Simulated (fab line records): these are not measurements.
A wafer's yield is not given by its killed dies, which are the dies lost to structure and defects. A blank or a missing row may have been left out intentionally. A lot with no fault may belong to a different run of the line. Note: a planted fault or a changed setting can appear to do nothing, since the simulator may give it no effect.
Which tool was responsible? -- flow nand harc -- route of 1302 steps, sampled at 1 step: 12 lots, 36 wafers

WHAT THE GAUGES SHOWED, per wafer
NHARC_A_ZERO_WELL_INSPECT_17.
lot,measured,on,raw defect count
L075,day 7 11:42,defect inspect-02,15 8 22
L077,day 8 02:58,defect inspect-02,4 14 10
L079,day 9 01:58,defect inspect-02,15 15 8
L081,day 9 17:28,defect inspect-01,4 5 1
L083,day 10 16:13,defect inspect-01,9 9 27
L085,day 11 11:41,defect inspect-02,9 4 14
L087,day 12 06:08,defect inspect-01,9 21 19
L089,day 13 05:05,defect inspect-02,14 17 17
L091,day 14 04:19,defect inspect-02,5 7 9
L093,day 14 22:41,defect inspect-01,10 6 11
L095,day 15 08:56,defect inspect-01,12 9 9
L097,day 16 14:31,defect inspect-02,7 8 10

EACH LOT AND THE TOOL THAT RAN IT (in order: tool; ch and the chambers of the sampled wafers; start)
There is no process step in the record ahead of these readings.

THE ANSWER, worked out from the rows above alone
Rule: the usual values come from the lots themselves. Put in order of their means at a reading, lots are off if they are a third of the lots or fewer, leave a main group of 4 or more, and stand apart from it by a gap of 3 or more times the standard deviation of the main group's means; of several such gaps the widest counts. If all means in a main group match to the digits the tables above print for the reading, that group is not used. A lot without any number at a reading at which 4 lots or more have one is off too. Where the step has rows for the other lots, those lots are counted as sound.
None of the lots is off at any reading shown; this tells nothing.

WHAT HAD BEEN PUT IN BY THE SIMULATOR
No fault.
